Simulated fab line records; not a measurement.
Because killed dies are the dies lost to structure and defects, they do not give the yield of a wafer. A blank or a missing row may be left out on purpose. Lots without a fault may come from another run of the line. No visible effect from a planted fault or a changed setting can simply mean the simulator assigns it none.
Problem report, 8D (eight disciplines) form, completed by code :: flow nand_harc :: the parts of the form that need people (team, actions taken, sign-off) are left out

## 1. PROBLEM STATEMENT
Wafers without a fault read 200.0 sccm, standard deviation 0.63; mfc_precursor_sccm at NHARC_A_STAIRCASE_DEP_322 reads a mean of 179.2 sccm on 6 wafers belonging to 2 lots. Measured from the usual mean, that is -33 standard deviations.
The step: deposits SiO2, target thk 3800 nm.
First observed at day 15 12:44: wafer L479.1, on pecvd-02. The record has a number at this step for 39 wafers belonging to 13 lots. Rule for "out" (also "out of limits"): further than 4 standard deviations from the usual mean. All remaining wafers that have a number are taken as sound.

## 2. WHAT IT IS AND WHAT IT IS NOT
question: which readings at this step
is: mfc_precursor_sccm
is not: heater_power_w

question: which lots
is: L479, L480
is not: L468, L470, L472, L473, L474, L481, L483, L487, L488, L489, L491

question: which wafers of those lots
is: all that have a number
is not: -

question: read on which tools
is: pecvd-02
is not: pecvd-01, pecvd-03

question: when
is: from day 15 12:44
is not: up to then (15 sound wafers); but 18 sound wafers of L481, L483, L487, L488, L489, L491 came after

## 3. THE SUSPECTS, EACH WITH WHAT RULES IT OUT
Counting: a tool at a process step up to the reading stays a suspect if it ran every lot that is out and no sound lot after the first of them.
- pecvd-02 at NHARC_A_STAIRCASE_DEP_322 (deposits SiO2, target thk 3800 nm): kept. It processed each lot that is out, first L479 at day 15 12:44, and no sound lot thereafter; up to then, the last sound lot it processed was L473 at day 14 00:46. On those wafers its own readings are out: mfc_precursor_sccm.
Remaining after the count: pecvd-02 at NHARC_A_STAIRCASE_DEP_322.

## 4. THE CAUSE (what the simulator had put in)
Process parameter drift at NHARC_A_STAIRCASE_DEP_322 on pecvd-02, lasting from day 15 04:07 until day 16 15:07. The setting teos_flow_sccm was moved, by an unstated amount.
After counting, this tool was the only one left.

## 5. THE EFFECT CHAIN, in route order
Rows list readings where the struck wafers' mean (over those with a number) sits beyond 3 standard deviations from the usual. Readings are gone through only where the record gives a usual standard deviation; hours: the median, over the lots, of the time from a lot's start at the first step in this table giving one to that lot's start at this step; sigmas: the change measured in usual standard deviations.
hours: 0
step: NHARC_A_STAIRCASE_DEP_322
reading: mfc_precursor_sccm
usual: 200.0 sccm
on struck wafers: 179.2
change: -20.8
sigmas: -33
Process steps it contains:
- NHARC_A_STAIRCASE_DEP_322: deposits SiO2, target thk 3800 nm.

## 6. WHAT WOULD HAVE CAUGHT IT SOONER
First out-of-limits reading in this record: day 15 12:44, which is 9 hours after fault onset at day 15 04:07.
